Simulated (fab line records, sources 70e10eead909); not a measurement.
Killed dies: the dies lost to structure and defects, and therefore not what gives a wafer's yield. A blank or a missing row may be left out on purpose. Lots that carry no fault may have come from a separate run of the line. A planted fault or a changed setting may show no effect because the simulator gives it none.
Which tool is to blame? | flow nand-harc | 7 lots with 21 wafers sampled at 4 steps, on a route of 1302 steps

## WHAT EACH GAUGE READ, for each wafer
NHARC_THIN_TSV_THK_MEAS_02: measures by ir.
lot  | measured     | on            | thk-nm (nm)
L932 | day 24 20:15 | film-metro-02 | 2819 2805 2903
L935 | day 25 11:56 | film-metro-01 | 2941 2909 3111
L937 | day 26 18:39 | film-metro-02 | 2915 3304 3170
L941 | day 27 19:37 | film-metro-01 | 2734 3023 2821
L939 | day 28 09:04 | film-metro-01 | 2986 3109 3211
L953 | day 33 04:08 | film-metro-01 | 2976 3406 3087

## WHICH TOOL RAN EACH LOT (tool, then ch and the chambers of the sampled wafers, then the start)
lot  | NHARC_A_WL_FILL_CVD_03        | NHARC_A_BONDPAD_CMP_29        | NHARC_A_BONDPAD_PVD_27
L932 | cvd-w-02 ch 0,1, day 21 07:41 | cmp-04 ch 0,1,2, day 24 04:15 | pvd-sputter-01, day 24 20:15 or earlier
L935 | cvd-w-01 ch 0,1, day 22 03:09 | cmp-01 ch 0,1,3, day 24 20:15 | pvd-sputter-02, day 25 11:56 or earlier
L937 | cvd-w-02 ch 0,1, day 23 09:16 | cmp-01 ch 0,1, day 26 05:47   | pvd-sputter-02, day 26 18:39 or earlier
L941 | cvd-w-02 ch 0,1, day 24 11:24 | cmp-01 ch 1,2,3, day 27 03:24 | pvd-sputter-02, day 27 19:37 or earlier
L939 | cvd-w-02 ch 0,1, day 24 21:43 | cmp-02 ch 0,1,3, day 27 17:37 | pvd-sputter-03, day 28 09:04 or earlier
L944 | cvd-w-02 ch 0,1, day 26 18:07 | -                             | -
L953 | cvd-w-02 ch 0,1, day 29 21:49 | cmp-02 ch 0,2, day 32 13:40   | pvd-sputter-03, day 33 04:08 or earlier
- NHARC_A_WL_FILL_CVD_03: deposits W, target thk 40 nm, time 279 s.
- NHARC_A_BONDPAD_CMP_29: polishes SiCN, target thk 200 nm.
- NHARC_A_BONDPAD_PVD_27: deposits Cu, target thk 30 nm, time 20.49 s.

## THE ANSWER, worked out from the rows above alone
Rule: the usual values come from the lots themselves. Put in order of their means at a reading, lots are off if they are a third of the lots or fewer, leave a main group of 4 or more, and stand apart from it by a gap of 3 or more times the standard deviation of the main group's means; of several such gaps the widest counts. A main group whose means are all the same, to the digits that the tables above print for the reading, isn't used. Also off: a lot with no number at a reading for which 4 or more lots have one. Where the step has rows for the other lots, those lots are counted as sound.
None of the lots is off at any reading shown; this tells nothing.

## WHAT HAD BEEN PUT IN BY THE SIMULATOR
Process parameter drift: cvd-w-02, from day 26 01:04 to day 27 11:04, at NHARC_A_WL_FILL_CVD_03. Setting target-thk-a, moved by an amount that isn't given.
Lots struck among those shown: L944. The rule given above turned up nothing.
